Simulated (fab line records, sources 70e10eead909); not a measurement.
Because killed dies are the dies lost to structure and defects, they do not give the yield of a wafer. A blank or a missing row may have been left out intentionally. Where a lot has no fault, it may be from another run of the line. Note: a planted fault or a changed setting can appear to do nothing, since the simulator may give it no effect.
The tool behind it: which one? ; flow nand_harc ; 72 wafers from 24 lots sampled at 6 of the route's 1302 steps

WHAT EACH GAUGE READ, for each wafer
NHARC_A_M0_CD_MEAS_16. Usual: cd_nm 79.9 nm, standard deviation 0.79.
lot;measured;on;cd_nm (nm);flag
L074;day 23 04:16;cd_sem-02;79.6 79.6 79.8;
L077;day 23 12:02;cd_sem-01;81.3 79.8 81.1;
L075;day 23 13:32;cd_sem-02;81.1 79.8 80.2;
L076;day 23 16:11;cd_sem-02;79.7 80.3 79.8;
L078;day 24 10:34;cd_sem-01;78.8 79.5 79.7;
L079;day 25 01:16;cd_sem-02;80.5 81.8 80.3;
L080;day 25 13:39;cd_sem-03;77.8 78.6 80.2;
L081;day 26 13:07;cd_sem-03;81.2 79.9 81.2;
L082;day 26 18:54;cd_sem-02;80.3 80.4 79.7;
L083;day 26 21:36;cd_sem-02;79.3 77.9 78.6;
L084;day 27 03:58;cd_sem-02;79.0 79.5 79.8;
L086;day 27 06:40;cd_sem-01;79.8 78.6 80.0;
L085;day 27 15:20;cd_sem-03;78.9 79.9 79.8;
L088;day 28 10:26;cd_sem-02;79.6 81.1 79.0;
L089;day 28 14:32;cd_sem-01;79.6 79.2 80.0;
L087;day 28 17:32;cd_sem-02;81.3 79.9 79.0;
L091;day 29 21:41;cd_sem-02;80.8 80.5 79.6;
L090;day 29 23:08;cd_sem-01;80.2 79.7 80.5;
L092;day 30 16:43;cd_sem-01;81.3 80.1 80.1;
L093;day 30 17:15;cd_sem-01;79.5 80.0 79.9;
L095;day 31 07:34;cd_sem-01;80.3 80.5 80.5;
L094;day 31 08:31;cd_sem-01;80.3 79.6 80.2;
L097;day 32 18:21;cd_sem-02;80.6 80.4 79.9;
L096;day 32 21:22;cd_sem-02;80.5 78.7 80.3;

NHARC_A_M1_OVL_MEAS_10: pitch 240 nm. Usual: overlay_x_nm 0.4 nm, standard deviation 0.87; overlay_y_nm 0.0 nm, standard deviation 0.99.
lot;measured;on;overlay_x_nm (nm);overlay_y_nm (nm);flag
L074;day 23 07:58;overlay-01;0.3 0.3 0.3;-0.9 -0.9 -0.8;
L077;day 23 15:43;overlay-01;-0.3 -0.2 -0.4;0.3 0.7 1.0;
L075;day 23 17:11;overlay-01;1.2 1.0 1.7;0.3 -0.1 0.9;
L076;day 23 19:43;overlay-01;0.4 0.1 0.1;-1.3 -0.5 -1.0;
L078;day 24 14:06;overlay-01;0.9 -0.1 0.7;-0.2 -0.1 -0.2;
L079;day 25 04:56;overlay-02;1.4 1.5 1.0;-1.4 -1.1 -1.5;
L080;day 25 17:41;overlay-02;-0.3 0.1 0.1;-1.1 -1.4 -1.4;
L081;day 26 16:47;overlay-02;-1.0 -0.7 -0.8;-2.4 -2.4 -2.2;
L082;day 26 22:26;overlay-01;-1.1 -0.9 -0.3;1.0 0.7 1.3;
L083;day 27 01:10;overlay-02;-2.1 -1.5 -2.1;-1.0 -1.0 -1.0;
L084;day 27 07:33;overlay-02;0.8 1.4 0.2;1.1 0.9 1.1;
L086;day 27 10:22;overlay-01;0.1 0.6 0.0;-1.0 -0.7 -0.6;
L085;day 27 19:01;overlay-02;-0.2 0.6 0.4;0.7 1.1 1.0;
L088;day 28 13:58;overlay-02;0.6 1.4 1.1;1.0 0.5 0.6;
L089;day 28 18:26;overlay-01;-0.4 -0.5 -0.1;1.4 0.9 0.9;
L087;day 28 21:22;overlay-01;0.6 0.5 0.0;0.6 0.3 0.4;
L091;day 30 01:26;overlay-01;0.5 0.8 1.0;0.0 0.1 0.5;
L090;day 30 02:58;overlay-01;-0.2 0.0 -0.2;0.2 -0.4 0.2;
L092;day 30 20:42;overlay-02;0.3 0.5 0.6;0.3 0.9 0.2;
L093;day 30 20:57;overlay-01;0.3 1.0 0.9;0.9 1.1 1.2;
L095;day 31 11:08;overlay-01;0.7 1.3 1.2;-1.6 -0.7 -0.6;
L094;day 31 12:14;overlay-01;0.3 0.4 0.9;1.1 0.7 0.3;
L097;day 32 22:00;overlay-02;0.5 0.9 0.4;-1.0 -0.7 -0.6;
L096;day 33 01:02;overlay-01;1.9 2.0 1.8;1.2 1.4 1.3;

WHICH TOOL RAN EACH LOT (tool, then ch and the chambers of the sampled wafers, then the start)
lot;NHARC_A_CONTACT_ETCH_134;NHARC_A_CONTACT_ETCH_138;NHARC_A_CONTACT_CVD_19;NHARC_A_M0_CMP_23
L074;har_cap_etch-02 ch 0,1, day 22 18:26;har_cap_etch-02 ch 0,1, day 22 19:27;cvd_w-01 ch 0,1, day 23 04:16 or earlier;cmp-02 ch 1,2,3, day 23 06:04
L077;har_cap_etch-02 ch 0,1, day 23 02:04;har_cap_etch-02 ch 0,1, day 23 03:05;cvd_w-02 ch 0, day 23 12:02 or earlier;cmp-04 ch 0,1,3, day 23 13:46
L075;har_cap_etch-03 ch 0,1, day 23 03:16;har_cap_etch-03 ch 0,1, day 23 04:16;cvd_w-01 ch 0,1, day 23 13:32 or earlier;cmp-04 ch 0,2,3, day 23 15:16
L076;har_cap_etch-02 ch 0,1, day 23 06:31;har_cap_etch-02 ch 0,1, day 23 07:32;cvd_w-02 ch 0,1, day 23 16:11 or earlier;cmp-02 ch 0,1,3, day 23 17:55
L078;har_cap_etch-02 ch 0,1, day 24 00:54;har_cap_etch-02 ch 0,1, day 24 01:55;cvd_w-02 ch 0,1, day 24 10:34 or earlier;cmp-04 ch 0,1, day 24 12:18
L079;har_cap_etch-02 ch 0,1, day 24 15:34;har_cap_etch-02 ch 0,1, day 24 16:35;cvd_w-01 ch 0,1, day 25 01:16 or earlier;cmp-04 ch 1,2,3, day 25 03:02
L080;har_cap_etch-02 ch 0,1, day 25 04:00;har_cap_etch-02 ch 0,1, day 25 05:01;cvd_w-01 ch 0,1, day 25 13:39 or earlier;cmp-02 ch 1,2, day 25 15:35
L081;har_cap_etch-01 ch 0,1, day 26 02:59;har_cap_etch-01 ch 0,1, day 26 04:26;cvd_w-02 ch 0,1, day 26 13:07 or earlier;cmp-04 ch 0,2,3, day 26 14:49
L082;har_cap_etch-01 ch 0,1, day 26 09:05;har_cap_etch-01 ch 0,1, day 26 10:06;cvd_w-02 ch 0, day 26 18:54 or earlier;cmp-04 ch 0,2, day 26 20:38
L083;har_cap_etch-01 ch 0,1, day 26 12:03;har_cap_etch-01 ch 0,1, day 26 13:04;cvd_w-01 ch 0,1, day 26 21:36 or earlier;cmp-04 ch 1,2, day 26 23:20
L084;har_cap_etch-03 ch 0,1, day 26 18:13;har_cap_etch-03 ch 0,1, day 26 19:13;cvd_w-01 ch 0,1, day 27 03:58 or earlier;cmp-04 ch 0,1,2, day 27 05:42
L086;har_cap_etch-02 ch 0,1, day 26 20:41;har_cap_etch-02 ch 0,1, day 26 21:44;cvd_w-02 ch 0,1, day 27 06:40 or earlier;cmp-03 ch 0,3, day 27 08:31
L085;har_cap_etch-03 ch 0,1, day 27 05:53;har_cap_etch-03 ch 0,1, day 27 06:55;cvd_w-01 ch 0,1, day 27 15:20 or earlier;cmp-04 ch 0,3, day 27 17:04
L088;har_cap_etch-01 ch 0, day 28 00:23;har_cap_etch-01 ch 0, day 28 01:25;cvd_w-02 ch 0, day 28 10:26 or earlier;cmp-02 ch 0,1, day 28 12:08
L089;har_cap_etch-02 ch 0,1, day 28 04:46;har_cap_etch-02 ch 0,1, day 28 05:49;cvd_w-01 ch 0,1, day 28 14:32 or earlier;cmp-03 ch 2,3, day 28 16:14
L087;har_cap_etch-01 ch 0,1, day 28 08:14;har_cap_etch-01 ch 0,1, day 28 09:15;cvd_w-02 ch 0, day 28 17:32 or earlier;cmp-04 ch 0,1,3, day 28 19:34
L091;har_cap_etch-03 ch 0,1, day 29 12:02;har_cap_etch-03 ch 0,1, day 29 13:04;cvd_w-02 ch 1, day 29 21:41 or earlier;cmp-02 ch 1,2, day 29 23:28
L090;har_cap_etch-03 ch 0, day 29 13:36;har_cap_etch-03 ch 0, day 29 14:38;cvd_w-01 ch 0,1, day 29 23:08 or earlier;cmp-03 ch 0,2, day 30 00:52
L092;har_cap_etch-01 ch 0,1, day 30 06:52;har_cap_etch-01 ch 0,1, day 30 07:54;cvd_w-01 ch 0,1, day 30 16:43 or earlier;cmp-02 ch 0,2, day 30 18:29
L093;har_cap_etch-03 ch 0,1, day 30 07:43;har_cap_etch-03 ch 0,1, day 30 08:44;cvd_w-02 ch 0,1, day 30 17:15 or earlier;cmp-02 ch 0,1,3, day 30 19:04
L095;har_cap_etch-03 ch 0,1, day 30 21:52;har_cap_etch-03 ch 0,1, day 30 23:02;cvd_w-02 ch 0,1, day 31 07:34 or earlier;cmp-03 ch 0,2,3, day 31 09:23
L094;har_cap_etch-02 ch 0,1, day 30 22:44;har_cap_etch-02 ch 0,1, day 31 00:00;cvd_w-01 ch 0,1, day 31 08:31 or earlier;cmp-02 ch 0,2,3, day 31 10:16
L097;har_cap_etch-02 ch 0,1, day 32 08:58;har_cap_etch-02 ch 0,1, day 32 09:59;cvd_w-02 ch 0, day 32 18:21 or earlier;cmp-03 ch 0,3, day 32 20:03
L096;har_cap_etch-01 ch 0,1, day 32 11:17;har_cap_etch-01 ch 0,1, day 32 12:38;cvd_w-02 ch 0,1, day 32 21:22 or earlier;cmp-03 ch 1,2,3, day 32 23:06
- NHARC_A_CONTACT_ETCH_134: etches the open film in C4F8/O2/Ar, time 140 s, target depth 700 nm.
- NHARC_A_CONTACT_ETCH_138: etches the open film in C4F8/O2/Ar, time 311 s, target depth 1914 nm.
- NHARC_A_CONTACT_CVD_19: deposits W, target thk 300 nm, time 802 s.
- NHARC_A_M0_CMP_23: polishes, t overpolish 20 s, target thk 113.75 nm.

WHAT THE TOOLS THEMSELVES READ (means of the sampled wafers that have a number; where no wafer has one, the mark that the record gives instead)
NHARC_A_CONTACT_CVD_19. Usual: heater_power_w 494 W, standard deviation 71; throttle_valve_pct 8.0 %, standard deviation 0.33.
lot;tool;heater_power_w (W);throttle_valve_pct (%);flag
L074;cvd_w-01;562;8.1;
L077;cvd_w-02;409;7.9;
L075;cvd_w-01;566;7.9;
L076;cvd_w-02;439;8.3;
L078;cvd_w-02;438;8.4;
L079;cvd_w-01;560;7.8;
L080;cvd_w-01;555;7.9;
L081;cvd_w-02;428;8.0;
L082;cvd_w-02;412;7.8;
L083;cvd_w-01;580;7.6;
L084;cvd_w-01;556;7.9;
L086;cvd_w-02;442;8.4;
L085;cvd_w-01;577;7.9;
L088;cvd_w-02;403;7.9;
L089;cvd_w-01;571;8.0;
L087;cvd_w-02;405;7.9;
L091;cvd_w-02;449;8.1;
L090;cvd_w-01;567;8.0;
L092;cvd_w-01;555;7.9;
L093;cvd_w-02;440;8.2;
L095;cvd_w-02;442;8.2;
L094;cvd_w-01;574;7.8;
L097;cvd_w-02;400;8.1;
L096;cvd_w-02;428;8.3;

NHARC_A_M0_CMP_23. Usual: motor_current_A 11.8 A, standard deviation 1.1; time_to_endpoint_s 28.3 s, standard deviation 3.
lot;tool;motor_current_A (A);time_to_endpoint_s (s);flag
L074;cmp-02;13.0;27.7;
L077;cmp-04;12.1;25.2;
L075;cmp-04;12.0;29.6;
L076;cmp-02;12.7;25.6;
L078;cmp-04;12.5;26.4;
L079;cmp-04;11.6;25.4;
L080;cmp-02;12.8;30.7;
L081;cmp-04;12.1;27.6;
L082;cmp-04;11.7;28.6;
L083;cmp-04;10.9;27.5;
L084;cmp-04;11.7;27.3;
L086;cmp-03;11.8;31.2;
L085;cmp-04;12.6;32.4;
L088;cmp-02;13.7;26.3;
L089;cmp-03;11.5;31.4;
L087;cmp-04;12.1;25.6;
L091;cmp-02;13.2;31.6;
L090;cmp-03;11.4;26.3;
L092;cmp-02;12.2;31.4;
L093;cmp-02;12.5;31.6;
L095;cmp-03;11.6;27.9;
L094;cmp-02;11.4;26.5;
L097;cmp-03;11.7;28.3;
L096;cmp-03;11.0;28.1;

THE ANSWER, worked out from the rows above alone
Rule: a lot is off if the mean of its wafers that have a number lies more than 3 standard deviations from the usual mean. A lot without any number at a reading at which 4 lots or more have one is off too. All remaining lots with rows at the step are treated as sound. Order of review: gauges by route order, followed by the tools' own readings, for which a lot's mean as printed above is used. At the first step where some lot is off, the reading lying furthest off is the one used; lots without a number count as furthest.
Across all readings shown, no lot is off: no conclusion can be drawn from this.

WHAT THE SIMULATOR PUT IN
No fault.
